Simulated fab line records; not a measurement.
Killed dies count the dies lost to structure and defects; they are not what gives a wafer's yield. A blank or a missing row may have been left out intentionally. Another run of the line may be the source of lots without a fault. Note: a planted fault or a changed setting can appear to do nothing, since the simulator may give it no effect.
fab line records | flow nandHarc
record: lots: 12 wafers: 36 lastDay: 32
route steps=1302 shown A_CONTACT@1008 END@1302
lots with no fault: from the same line, run without faults
startH: hours from the record's first day to the start of the lot's first wafer shown | waitH: hours from the lot's prior step to this one | " the same as in the row above | L1.1+2: a single row standing in for several wafers | - no value, or no start was given | * or withheld: withheld | < > ~ a bound
route shown NAME@n: names a module that has steps shown in the file, with the first one's number in the route | usual: mean/standard deviation of fault-free wafers | same: alike in all rows | chamber/n: place in a boat | sites: per-site readings | _std_site: standard deviation of those values | _edge_site: outer sites' mean less inner sites' | radiusMm: for every site, how far away it sits from the centre of the wafer | mask NAME#n: copy n | behind: the tool/chamber that last shaped the wafer | hold: reason for holding the lot/hours on hold/outcome of the hold | device: the transistor (n, p or np) that didn't switch | end of line: the route-end tests of the same wafers | where a step has no rows: the recipe by itself | killed: dies that structure and defects cost at the first sort, which is not the same as the wafer's yield | map: dies across one wafer; x = killed, . = not, _ = none there
set.NAME: the run value of the setting; set.NAME@STEP: its run value at that earlier step | model.NAME: the simulator's own value behind a step, which no gauge read
the route's steps for a sample of lots (tables are steps, rows are wafers)
services: from which hour (startH, from the record's first day; less than 0 if before it) a tool's chamber was out of use, for how many hours, and why
== steps ==
step: NHARC_A_CONTACT_ETCH_114
recipe: sourceW: withheld pressureMtorr: 20 biasV: 3000 timeS: 190 targetDepthA: 18500 arFlowSccm: withheld c4f8FlowSccm: withheld o2FlowSccm: withheld chemistry: C4F8/O2/Ar
usual: runLengthS: 190/0
columns lot.wafer tool chamber startH waitH rfHoursCounterH runLengthS
L107.2 harCapEtch-02 1 501.79 0.1 86 190
L107.3 " 1 " " - 190
L107.6 " 0 " " - 190
L106.2 harCapEtch-02 1 505.74 0.1 89 190
L106.4 " 1 " " - 190
L106.6 " 0 " " - 190
L105.1 harCapEtch-03 0 507.18 0.1 40 190
L105.2 " 1 " " 40 190
L105.3 " 1 " " - 190
L111.3 harCapEtch-02 1 536.91 0.1 - 190
L111.4 " 0 " " - 190
L111.5 " 0 " " - 190
L116.4 harCapEtch-01 0 605.49 0.2 - 190
L116.3 " 1 " " - 190
L116.6 " 0 " " - 190
L118.1 harCapEtch-02 0 610.38 0.1 111 190
L118.3 " 1 " " - 190
L118.4 " 0 " " - 190
L119.2 harCapEtch-02 0 628.97 0.1 115 190
L119.4 " 1 " " - 190
L119.5 " 1 " " - 190
L120.1 harCapEtch-01 0 629.37 0.1 20 190
L120.3 " 0 " " - 190
L120.6 " 0 " " - 190
L121.1 harCapEtch-02 0 663.54 0.1 119 190
L121.3 " 0 " " - 190
L121.4 " 1 " " - 190
L124.1 harCapEtch-02 1 681.31 0.1 121 190
L124.3 " 1 " " - 190
L124.5 " 1 " " - 190
L123.1 harCapEtch-03 0 684.46 0.1 72 190
L123.2 " 1 " " 72 190
L123.4 " 1 " " - 190
L128.2 harCapEtch-01 0 707.58 0.1 35 190
L128.3 " 1 " " - 190
L128.4 " 0 " " - 190
step: NHARC_A_CONTACT_ETCH_120
recipe: sourceW: withheld pressureMtorr: 20 biasV: 3000 timeS: 190 targetDepthA: 18500 arFlowSccm: withheld c4f8FlowSccm: withheld o2FlowSccm: withheld chemistry: C4F8/O2/Ar
usual: runLengthS: 190/0
columns lot.wafer tool chamber startH waitH rfHoursCounterH runLengthS
L107.2 harCapEtch-02 1 502.82 0.1 87 190
L107.3 " 1 " " - 190
L107.6 " 0 " " - 190
L106.2 harCapEtch-02 1 506.76 0.1 89 190
L106.4 " 1 " " - 190
L106.6 " 0 " " - 190
L105.1 harCapEtch-03 0 508.20 0.1 41 190
L105.2 " 1 " " 41 190
L105.3 " 1 " " - 190
L111.3 harCapEtch-02 1 537.94 0.1 - 190
L111.4 " 0 " " - 190
L111.5 " 0 " " - 190
L116.4 harCapEtch-01 0 606.86 0.2 - 190
L116.3 " 1 " " - 190
L116.6 " 0 " " - 190
L118.1 harCapEtch-02 0 611.41 0.1 112 190
L118.3 " 1 " " - 190
L118.4 " 0 " " - 190
L119.2 harCapEtch-02 0 629.99 0.1 116 190
L119.4 " 1 " " - 190
L119.5 " 1 " " - 190
L120.1 harCapEtch-01 0 630.39 0.1 21 190
L120.3 " 0 " " - 190
L120.6 " 0 " " - 190
L121.1 harCapEtch-02 0 664.56 0.1 120 190
L121.3 " 0 " " - 190
L121.4 " 1 " " - 190
L124.1 harCapEtch-02 1 682.34 0.1 122 190
L124.3 " 1 " " - 190
L124.5 " 1 " " - 190
L123.1 harCapEtch-03 0 685.49 0.1 73 190
L123.2 " 1 " " 73 190
L123.4 " 1 " " - 190
L128.2 harCapEtch-01 0 708.60 0.1 36 190
L128.3 " 1 " " - 190
L128.4 " 0 " " - 190
step: NHARC_A_CONTACT_ETCH_90
recipe: targetDepthA: 400 overEtchFrac: 0.5 timeS: 85.7 ionEnergyEv: 120 ch3fFlowSccm: 50 o2FlowSccm: 30 arFlowSccm: 200 rfW: 500 biasW: 100 chemistry: CH3F/O2
usual: biasW: 100.00/0.26 drypumpMotorCurrentA: 5.7/0.52 oesProductAu: 0.95/0.038 rfVppV: 245.4/1.6 runLengthS: 106.9/0.37 showerheadPlenumPTorr: 2.53/0.1 throttleValvePct: 20.662/0.0089
columns lot.wafer tool chamber startH waitH biasW drypumpMotorCurrentA oesProductAu rfHoursCounterH rfVppV runLengthS showerheadPlenumPTorr throttleValvePct
L107.2 rieDiel-11 0 504.34 0.9 99.77 5.5 0.93 10 245.9 106.8 2.52 20.661
L107.3 " 1 " " 99.64 5.8 0.92 11 247.8 107.0 2.66 20.680
L107.6 " 2 " " 99.93 5.7 0.92 - 245.5 107.6 2.53 20.662
L106.2 rieDiel-11 1 508.26 0.9 100.33 5.8 1.00 11 247.7 107.0 2.66 20.653
L106.4 " 0 " " 100.03 5.5 1.00 10 246.1 107.1 2.52 20.652
L106.6 " 2 " " 100.37 5.7 1.00 - 246.8 107.0 2.53 20.642
L105.2 rieDiel-11 1 509.71 0.8 100.14 5.8 0.99 11 246.3 106.9 2.66 20.666
L105.1 " 2 " " 99.94 5.7 0.99 11 245.0 107.2 2.53 20.647
L105.3 " 3 " " 100.09 5.8 1.00 10 247.1 106.2 2.66 20.653
L111.3 rieDiel-02 2 539.41 0.8 100.01 5.6 0.91 38 245.3 106.6 2.49 20.667
L111.4 " 3 " " 100.03 4.9 0.93 46 243.6 107.1 2.34 20.659
L111.5 " 0 " " 99.87 6.8 0.93 - 246.0 107.0 2.60 20.660
L116.4 rieDiel-11 1 608.62 0.8 100.17 5.8 0.93 28 246.0 106.8 2.65 20.649
L116.3 " 2 " " 99.90 5.7 0.93 29 245.6 107.6 2.53 20.660
L116.6 " 0 " " - 5.5 0.93 - 246.9 73.9 2.51 20.648
L118.1 rieDiel-02 2 612.87 0.8 99.76 5.7 0.93 9 243.2 106.4 2.48 20.670
L118.4 " 3 " " 99.55 4.9 0.91 7 242.4 107.1 2.33 20.666
L118.3 " 0 " " 99.96 6.7 0.94 7 244.6 106.8 2.60 20.668
L119.4 rieDiel-02 2 631.48 0.6 100.31 5.7 0.91 17 245.4 106.6 2.48 20.652
L119.2 " 3 " " 100.14 4.9 0.91 14 242.0 106.8 2.33 20.662
L119.5 " 3 " " 100.57 4.9 0.90 - 243.2 107.2 2.33 20.663
L120.3 rieDiel-02 1 631.90 0.7 100.06 6.3 0.99 16 245.7 106.7 2.48 20.665
L120.1 " 2 " " 99.85 5.7 0.99 17 244.4 106.7 2.48 20.657
L120.6 " 3 " " 99.32 4.9 0.98 - 241.4 107.6 2.33 20.656
L121.1 rieDiel-11 1 666.05 0.9 100.01 5.8 0.92 6 247.5 107.3 2.65 20.656
L121.3 " 3 " " 100.16 5.8 0.94 6 246.8 106.1 2.65 20.654
L121.4 " 2 " " 99.54 5.7 0.92 - 244.9 107.2 2.52 20.669
L124.3 rieDiel-09 0 683.85 0.7 99.87 6.1 1.01 0 245.5 107.2 2.57 20.670
L124.1 " 2 " " 100.22 5.0 0.99 0 245.8 106.8 2.63 20.648
L124.5 " 0 " " 99.70 6.1 1.01 - 245.8 107.0 2.57 20.664
L123.1 rieDiel-11 0 686.97 0.9 100.13 5.5 0.93 10 244.9 107.4 2.51 20.661
L123.2 " 2 " " 99.66 5.7 0.92 10 245.9 107.1 2.52 20.666
L123.4 " 3 " " 100.03 5.7 0.93 11 246.9 106.8 2.64 20.659
L128.2 rieDiel-11 0 710.05 0.8 100.08 5.5 1.01 15 244.7 107.2 2.51 20.645
L128.4 " 1 " " 99.44 5.7 1.00 16 246.8 107.1 2.64 20.662
L128.3 " 3 " " 99.52 5.7 1.00 16 247.3 106.3 2.64 20.669
step: NHARC_A_CONTACT_CD_MEAS_53
usual: cdNm: 289.6/0.79
columns lot.wafer tool chamber startH waitH cdNm
L107.2 cdSem-01 - 504.53 - 290.4
L107.3 " - " " 289.7
L107.6 " - " " 289.5
L106.2 cdSem-02 - 508.48 - 288.9
L106.4 " - " " 288.7
L106.6 " - " " 288.4
L105.1 cdSem-03 - 509.91 - 289.1
L105.2 " - " " 290.0
L105.3 " - " " 289.4
L111.3 cdSem-01 - 539.61 - 288.6
L111.4 " - " " 289.7
L111.5 " - " " 288.6
L116.3 cdSem-01 - 608.83 - 290.0
L116.4 " - " " 291.0
L116.6 " - " " 289.9
L118.1 cdSem-02 - 613.10 - 288.2
L118.3 " - " " 288.4
L118.4 " - " " 288.6
L119.2 cdSem-03 - 631.71 - 290.1
L119.4 " - " " 289.7
L119.5 " - " " 289.9
L120.1 cdSem-03 - 632.09 - 289.5
L120.3 " - " " 289.6
L120.6 " - " " 290.2
L121.1 cdSem-03 - 666.30 - 291.7
L121.3 " - " " 290.4
L121.4 " - " " 290.4
L124.1 cdSem-02 - 684.09 - 290.1
L124.3 " - " " 290.1
L124.5 " - " " 290.1
L123.1 cdSem-01 - 687.19 - 289.4
L123.2 " - " " 289.6
L123.4 " - " " 289.7
L128.2 cdSem-03 - 710.27 - 287.5
L128.3 " - " " 287.7
L128.4 " - " " 288.4
step: NHARC_END_SORT_01
recipe: tempC: 25
usual: killedAtArray: 55/23 killedAtOther: 1.0/1.2 killedAtPeriphery: 3.2/2.7 killedDies: 59/23 killedOpen: 3.1/1.6 killedShort: 2.2/1.5
same: grossDies: 677
columns lot.wafer tool chamber startH waitH killedAtArray killedAtOther killedAtPeriphery killedDies killedOpen killedShort
L116.4 prober-02 0 675.79 3.4 86 2 2 90 6 2
L116.6 prober-02 0 677.38 4.0 96 2 2 100 3 0
killed by level:class
L116.4 A_CHANNEL_HOLE_D1:chamberFilmFlake=27 A_SLIT:chamberFilmFlake=26 A_CHANNEL_HOLE_D2:chamberFilmFlake=19 A_M0:chamberFilmFlake=4 A_ONON_D2:geometricParticle:short=2 A_WL_FILL:chamberFilmFlake=2 P_GATE:geometricParticle:open=1 A_ONON_D2:geometricParticle:open=1
L116.6 A_SLIT:chamberFilmFlake=33 A_CHANNEL_HOLE_D1:chamberFilmFlake=29 A_CHANNEL_HOLE_D2:chamberFilmFlake=17 A_M0:chamberFilmFlake=9 A_CONTACT:chamberFilmFlake=3 A_CONTACT:geometricParticle:open=2 P_M0:geometricParticle:open=1 P_GATE:chamberFilmFlake=1
== services ==
columns tool chamber startH hours kind
rieDiel-11 0 490.53 - clean
rieDiel-11 1 490.53 - clean
rieDiel-11 2 490.53 - clean
rieDiel-11 3 490.53 - clean
harCapEtch-01 - 497.00 17.0 pm
rieDiel-09 - 497.17 9.0 pm
rieDiel-11 0 515.03 - clean
rieDiel-11 1 515.03 - clean
rieDiel-11 2 515.03 - clean
rieDiel-11 3 515.03 - clean
rieDiel-11 0 539.53 - clean
rieDiel-11 1 539.53 - clean
rieDiel-11 2 539.53 - clean
rieDiel-11 3 539.53 - clean
rieDiel-09 1 539.60 45.0 repair
harCapEtch-01 - 558.80 24.6 repair
rieDiel-11 0 564.03 - clean
rieDiel-11 1 564.03 - clean
rieDiel-11 0 568.61 6.3 repair
rieDiel-02 - 570.88 9.0 pm
rieDiel-09 0 589.90 6.2 repair
rieDiel-11 - 609.53 9.0 pm
rieDiel-11 0 659.83 12.7 repair
rieDiel-09 - 674.17 9.0 pm
== key ==
firstSign: step: NHARC_A_CONTACT_ETCH_90 reading: runLengthS direction: down sigmas: 89 usual: * struck: *
effect none on later readings
metAt NHARC_A_CONTACT_ETCH_90
struckLots L116
struckWafers L116.6
testerLeftOut L116
notActingAt NHARC_A_CONTACT_ETCH_114,NHARC_A_CONTACT_ETCH_120,NHARC_A_CONTACT_CD_MEAS_53
onsetBetween 508.26 608.62
fault: kind: processParameterDrift tool: rieDiel-11 chamber: 0 onsetH: 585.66 steps: NHARC_A_CONTACT_ETCH_90 channel: timeS offset: * shape: step endH: 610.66 actsIn: * stated: *
testerLeftOut: of these lots the tester's yield and bins aren't shown, on N5 and GAA mostly nor the transistor test; their killed dies are dies lost to structure and defects alone, not to doping, threshold or leakage, so they don't give the yield
